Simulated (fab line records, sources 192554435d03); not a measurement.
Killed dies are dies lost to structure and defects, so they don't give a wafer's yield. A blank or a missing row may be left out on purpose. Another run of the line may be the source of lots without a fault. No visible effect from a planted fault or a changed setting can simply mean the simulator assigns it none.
Comparing a struck lot with a sound one -- flow n5_finfet -- 20 out of 1938 route steps
Sound: wafers L586.1, L586.2, L586.5. Wafers struck: L598.1, L598.2, L598.4. The cause is named last.
For every step that has rows: the tool of each side, followed by ch and its chambers, followed by its first start. Under that, the readings that differ: sound wafers -- struck wafers -- difference of the means -- sigmas: that difference in standard deviations of wafers without a fault.
alike: a reading whose means differ by less than 2 such deviations, as well as words and numbers matching on both sides. not compared: withheld readings; readings where some wafer has no value; bounds like >300 that might hide an equal value; numbers whose values overlap and for which the record gives no deviation.
The two part at a step that has a row with sigmas, a row that says differs or no value, or rows on one side only. When numbers do not overlap yet have no deviation, they are printed without sigmas and do not part them. A reading missing from all wafers of one side parts the sides only when that side holds two or more wafers.

first, 8 steps without rows for these wafers: N5_BEOL_M11_COAT_59 (time 60 s, resist thk 100 nm); N5_BEOL_M11_COAT_60 (time 60 s, resist thk 30 nm); N5_BEOL_M11_COAT_05 (resist thk 90 nm); N5_BEOL_M11_EBR_07; N5_BEOL_M11_SOFTBAKE_06 (time 60 s); N5_BEOL_M11_EXPOSE_08 (exposes mask M11); N5_BEOL_M11_PEB_09 (peb time 60 s); N5_BEOL_M11_DEVELOP_10 (develop time 30 s).
N5_BEOL_M11_CD_MEAS_11: the cd target is 64.1 nm.
  sound on cd_sem-02 ch 0, day 11 02:42; struck on cd_sem-01 ch 0, day 14 00:19
  alike: cd_nm
N5_BEOL_M11_OVL_MEAS_12:
  sound on overlay-02 ch 0, day 11 02:44; struck on overlay-01 ch 0, day 14 00:20
  alike: M11_OVL
N5_BEOL_M11_INSPECT_13: inspects for defects (brightfield).
  sound: defect_inspect-01 at day 11 02:45; struck: defect_inspect-01 at day 14 00:22
  alike: raw_defect_count
N5_BEOL_M11_DESCUM_16: chemistry O2, time 7.9 s.
  sound on rie_diel-01 ch 0,1,2, day 11 02:47; struck on rie_diel-01 ch 0,1,2, day 14 00:24
  alike: drypump_motor_current_A, oes_product_au, rf_vpp_V, showerhead_plenum_p_Torr, throttle_valve_pct
  not compared: rf_hours_counter_h
N5_BEOL_M11_ETCH_61: etches SiARC in CF4, target depth 39 nm, time 65 s.
  sound on rie_diel-01 ch 0,1,2, day 11 02:49; struck on rie_diel-01 ch 0,1,2, day 14 00:26
  no value came back on the struck wafers for any of 8 readings (bias_w (W), cf4_flow_sccm (sccm) and others); on the sound wafers bias_w (W) reads 35.92 36.22 35.88
reading,sound,struck,difference,sigmas
model.CAR-ArF_of_BEOL_M11_COAT_05.thk_nm (nm),55.6 55.4 55.2,83.4 83.8 83.8,+28.3,
  not compared: rf_hours_counter_h
N5_BEOL_M11_ETCH_62: etches SOC in N2/H2, target depth 110 nm, overetch 22 nm, time 165 s.
  sound on rie_diel-01 ch 0,1,2, day 11 02:52; struck on rie_diel-01 ch 0,1,2, day 14 00:29
reading,sound,struck,difference,sigmas
oes_product_au (a.u.),0.69 0.70 0.63,0.30 0.30 0.27,-0.38,-7
  alike: bias_w, chamber_pressure_mTorr, drypump_motor_current_A, rf_vpp_V, showerhead_plenum_p_Torr, throttle_valve_pct
  not compared: rf_hours_counter_h
then, 1 step without rows for these wafers: N5_BEOL_M11_STRIP_68 (strips in N2/H2).
N5_BEOL_M11_STRIP_67: strips in CF4.
  sound on rie_diel-01 ch 0,1,2, day 11 03:01; struck on rie_diel-01 ch 0,1,2, day 14 00:38
  alike: drypump_motor_current_A, oes_product_au, power_w, rf_vpp_V, showerhead_plenum_p_Torr, throttle_valve_pct
  not compared: rf_hours_counter_h
N5_BEOL_M11_HM_OPEN_17: chemistry Cl2/BCl3, target TiN, target depth 20 nm, overetch 6 nm.
  sound on rie_metal-01 ch 0,1, day 11 03:04; struck on rie_metal-03 ch 0,1, day 14 00:40
reading,sound,struck,difference,sigmas
oes_product_au (a.u.),0.55 0.65 0.54,0.29 0.36 0.35,-0.25,-3
throttle_valve_pct (%),22.15 22.22 22.15,22.71 23.02 23.02,+0.74,+6
  alike: drypump_motor_current_A
  not compared: rf_hours_counter_h
N5_BEOL_M11_STRIP_19: strips in O2.
  sound on rie_diel-03 ch 0,1,2, day 11 03:10; struck on rie_diel-01 ch 0,1,3, day 14 00:47
  alike: drypump_motor_current_A, oes_product_au, rf_vpp_V, showerhead_plenum_p_Torr, throttle_valve_pct
  not compared: rf_hours_counter_h
N5_BEOL_M11_CD_MEAS_18: pitch 140 nm, target cd 70 nm.
  sound: cd_sem-01 at day 11 03:14; struck: cd_sem-02 at day 14 00:51
reading,sound,struck,difference,sigmas
cd_nm (nm),70.5 69.9 70.2,- - -,no value on the struck wafers,
then, 1 step without rows for these wafers: N5_BEOL_M11_COAT_63 (time 60 s, resist thk 100 nm).

WHERE THEY PART
First at N5_BEOL_M11_ETCH_61; last, within this record, at N5_BEOL_M11_CD_MEAS_18.

WHY: the cause the simulator had injected
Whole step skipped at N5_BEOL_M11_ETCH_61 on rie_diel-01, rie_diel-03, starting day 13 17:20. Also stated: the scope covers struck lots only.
